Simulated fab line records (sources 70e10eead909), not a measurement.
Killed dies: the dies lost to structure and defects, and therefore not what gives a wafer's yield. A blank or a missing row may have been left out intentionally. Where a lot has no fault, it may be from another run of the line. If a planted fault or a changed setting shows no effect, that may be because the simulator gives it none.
Which tool was responsible? -- flow nand harc -- 12 lots, 36 wafers sampled, at 5 steps of a route of 1302

== WHAT THE GAUGES READ, wafer by wafer ==
NHARC_P_M0_CD_MEAS_16.
lot,measured,on,cd nm (nm)
L075,day 6 09:07,cd sem-01,90.2 89.7 90.6
L077,day 7 03:43,cd sem-03,88.9 89.8 89.5
L079,day 8 00:49,cd sem-01,90.8 91.2 90.0
L081,day 9 01:09,cd sem-03,89.3 89.7 89.3
L083,day 9 23:41,cd sem-01,89.2 91.5 90.9
L085,day 10 17:02,cd sem-03,89.9 88.5 89.1
L087,day 11 08:56,cd sem-03,89.7 89.9 89.7
L089,day 12 11:17,cd sem-03,89.1 89.2 90.3
L091,day 12 23:30,cd sem-01,90.3 89.0 89.9
L093,day 14 06:15,cd sem-02,89.4 88.7 89.0
L095,day 14 23:32,cd sem-01,88.1 89.2 88.3
L097,day 15 10:56,cd sem-02,89.5 90.1 91.0

== WHICH TOOL RAN EACH LOT (tool, then ch and the chambers of the sampled wafers, then the start) ==
lot,NHARC_P_GATE_DEP_103,NHARC_P_CONTACT_DEP_30,NHARC_P_CONTACT_PVD_32,NHARC_P_CONTACT_CMP_24
L075,"pecvd-02 ch 1,2, day 5 07:42","pecvd-02 ch 0,2, day 6 02:56","pvd sputter-01, day 6 07:24 or earlier","cmp-01 ch 0,1,3, day 6 07:24"
L077,"pecvd-02 ch 0,1,2, day 6 01:31","pecvd-02 ch 0,2, day 6 20:46","pvd sputter-01, day 7 01:18 or earlier","cmp-03 ch 0,3, day 7 01:18"
L079,"pecvd-01 ch 1,2, day 6 23:37","pecvd-02 ch 0,1, day 7 18:49","pvd sputter-02, day 7 23:10 or earlier","cmp-04 ch 1,2, day 7 23:10"
L081,"pecvd-02 ch 0,1,2, day 7 23:03","pecvd-01 ch 0,1,2, day 8 18:23","pvd sputter-01, day 8 23:29 or earlier","cmp-04 ch 0,1,3, day 8 23:29"
L083,"pecvd-01 ch 1,2, day 8 22:20","pecvd-04 ch 0,1, day 9 17:29","pvd sputter-03, day 9 21:56 or earlier","cmp-01 ch 0,2,3, day 9 21:56"
L085,"pecvd-02 ch 0,1,2, day 9 15:33","pecvd-04 ch 1,2, day 10 10:53","pvd sputter-03, day 10 15:15 or earlier","cmp-01 ch 0,1,2, day 10 15:15"
L087,"pecvd-01 ch 0,1,2, day 10 07:32","pecvd-02 ch 0,1, day 11 02:54","pvd sputter-02, day 11 07:10 or earlier","cmp-01 ch 0,1,2, day 11 07:10"
L089,"pecvd-03 ch 0,2, day 11 09:31","pecvd-02 ch 0,1,2, day 12 04:55","pvd sputter-01, day 12 09:25 or earlier","cmp-04 ch 0,1,3, day 12 09:25"
L091,"pecvd-01 ch 0,1,2, day 11 22:23","pecvd-02 ch 0,1, day 12 17:24","pvd sputter-03, day 12 21:52 or earlier","cmp-03 ch 0,2,3, day 12 21:52"
L093,"pecvd-02 ch 0,2, day 13 05:01","pecvd-04 ch 0,1, day 14 00:11","pvd sputter-01, day 14 04:29 or earlier","cmp-01 ch 1,2, day 14 04:29"
L095,"pecvd-02 ch 1,2, day 13 22:12","pecvd-04 ch 0,2, day 14 17:32","pvd sputter-02, day 14 21:44 or earlier","cmp-03 ch 0,3, day 14 21:44"
L097,"pecvd-03 ch 0,1,2, day 14 09:59","pecvd-01 ch 0,2, day 15 04:54","pvd sputter-02, day 15 09:13 or earlier","cmp-04 ch 2,3, day 15 09:13"
- NHARC_P_GATE_DEP_103: deposits SiON, target thk 30 nm.
- NHARC_P_CONTACT_DEP_30: deposits SiNx, target thk 30 nm.
- NHARC_P_CONTACT_PVD_32: deposits Ti, target thk 5 nm, time 17.7 s.
- NHARC_P_CONTACT_CMP_24: polishes, t overpolish 30 s, target thk 200 nm.

== THE ANSWER, worked out from the rows above alone ==
Rule: usual is defined by the lots themselves. Put in order of their means at a reading, lots are off if they are a third of the lots or fewer, leave a main group of 4 or more, and stand apart from it by a gap of 3 or more times the standard deviation of the main group's means; of several such gaps the widest counts. The tables above print the reading to a certain number of digits; a main group whose means all agree to those digits is not used. A lot without any number at a reading at which 4 lots or more have one is off too. Where the step has rows for the other lots, those lots are counted as sound.
No lot is off at any reading shown: from this, nothing can be told.

== WHAT THE SIMULATOR HAD PUT IN ==
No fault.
